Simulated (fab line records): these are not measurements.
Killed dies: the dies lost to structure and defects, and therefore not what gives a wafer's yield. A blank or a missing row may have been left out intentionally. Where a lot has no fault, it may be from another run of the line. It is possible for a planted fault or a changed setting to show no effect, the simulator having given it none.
Split-lot trial -- flow n5_finfet -- 21 wafers read across 7 lots, on a route 1938 steps long

THE SPLIT ITSELF
At N5_SD_EPI_N_ETCH_35 (etches SOC in N2/H2, overetch 108 nm, time 486 s), the setting time_s was moved away from the recipe's 486 s on 10 of the 21 wafers read, by -20.7% to +16.5%. For the rest of the wafers, this setting stayed at what the recipe calls for.

FROM THE SPLIT TO THE READING: what the file shows between them, 2 steps
- N5_SD_EPI_N_STRIP_36: strips in N2/H2
- N5_SD_EPI_N_ETCHBACK_44: etches SiNx in CH3F/O2, stops on SiO2, target depth 14.5 nm

THE READING
SD_EPI_N.cd_nm (the simulator's own value, which no gauge read), in nm, at N5_SD_EPI_N_ETCH_45 (etches SiOCN in CH3F/O2, target depth 6 nm). The file gives no usual value for it. Here, 11 wafers ran the recipe; their average is 120.3 nm with a standard deviation of 0.44 nm.

wafer,"tool, chamber at the split","time_s as run, s",against the recipe,"SD_EPI_N.cd_nm, nm",against lot-mates on the recipe
L081.2,"rie_diel-01, 0",385.4,-20.7%,117.2,-2.8
L081.4,"rie_diel-01, 1",385.4,-20.7%,116,-4.0
L081.5,"rie_diel-01, 0",486,recipe,120,-
L082.2,"rie_diel-04, 0",486,recipe,120.2,-
L082.3,"rie_diel-04, 3",486,recipe,120,-
L082.5,"rie_diel-04, 0",486,recipe,120.4,-
L083.2,"rie_diel-01, 1",431.6,-11.2%,119.2,no lot-mate on the recipe
L083.3,"rie_diel-01, 2",431.6,-11.2%,119,no lot-mate on the recipe
L083.6,"rie_diel-01, 3",431.6,-11.2%,118.8,no lot-mate on the recipe
L086.1,"rie_diel-03, 3",566.3,+16.5%,124,+2.8
L086.3,"rie_diel-03, 0",566.3,+16.5%,122.6,+1.4
L086.5,"rie_diel-03, 0",486,recipe,121.2,-
L087.1,"rie_diel-03, 0",486,recipe,119.6,-
L087.4,"rie_diel-03, 0",486,recipe,120.8,-
L087.5,"rie_diel-03, 3",387.5,-20.3%,118,-2.2
L092.1,"rie_diel-01, 0",486,recipe,120.8,-
L092.2,"rie_diel-01, 1",486,recipe,120.4,-
L092.5,"rie_diel-01, 2",417.1,-14.2%,118,-2.6
L096.1,"rie_diel-04, 2",486,recipe,120,-
L096.2,"rie_diel-04, 1",486,recipe,120.4,-
L096.3,"rie_diel-04, 0",398.9,-17.9%,116.6,-3.6

FIT RESULTS
A straight line over all 21 wafers: SD_EPI_N.cd_nm changes by +0.167 nm for each +1% of time_s; r = +0.95; the points scatter about the line by 0.58 nm.
The same after taking each lot's own level away (the mean of its wafers on the recipe; 18 wafers): +0.15 nm for each +1%; r = +0.95; scatter 0.54 nm.
That fit puts the effect of the largest move of time_s on the reading at 3.1 nm.
The span of the lots' own levels, 120.00 to 121.20 nm, comes to 2.8 times the standard deviation stated above.
So the slope is not independent of the lot-to-lot level: the two fits are not the same.
Check: with one of the wafers moved furthest among these (-20.7%) left out of the fit, the line predicts -3.3 nm for it against its lot-mates. Against them it came out at -2.8 nm.

OTHER SPLITS ON THESE WAFERS
Before the reading, these wafers also passed through other splits. Each is held against what the fit with the lots' levels taken away leaves over:
other split on the same wafers,wafers away from the commonest value,r with SD_EPI_N.cd_nm (lot level and that fit taken away)
N5_SD_EPI_N_COAT_03 spin_rpm,6,+0.76

THE WHOLE CHAIN: every reading that the file lists as answering this split, in the file's order
step,what it does,reading,change (the file's fit),r (the file's)
N5_SD_EPI_N_ETCH_35,"etches SOC in N2/H2, overetch 108 nm, time 486 s","SD_EPI_N.cd_nm (the simulator's own value, which no gauge read)",+0.156 nm for each +1% of the setting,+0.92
N5_SD_EPI_N_ETCH_35,"etches SOC in N2/H2, overetch 108 nm, time 486 s","SiARC_of_SD_EPI_N_COAT_33.thk_nm (the simulator's own value, which no gauge read)",-0.155 nm for each +1% of the setting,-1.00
N5_SD_EPI_N_ETCH_45,"etches SiOCN in CH3F/O2, target depth 6 nm","SD_EPI_N.cd_nm (the simulator's own value, which no gauge read)",+0.154 nm for each +1% of the setting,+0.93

FILE'S OWN FIT
SD_EPI_N.cd_nm changes by +0.154 nm for each +1% of time_s, r = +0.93.
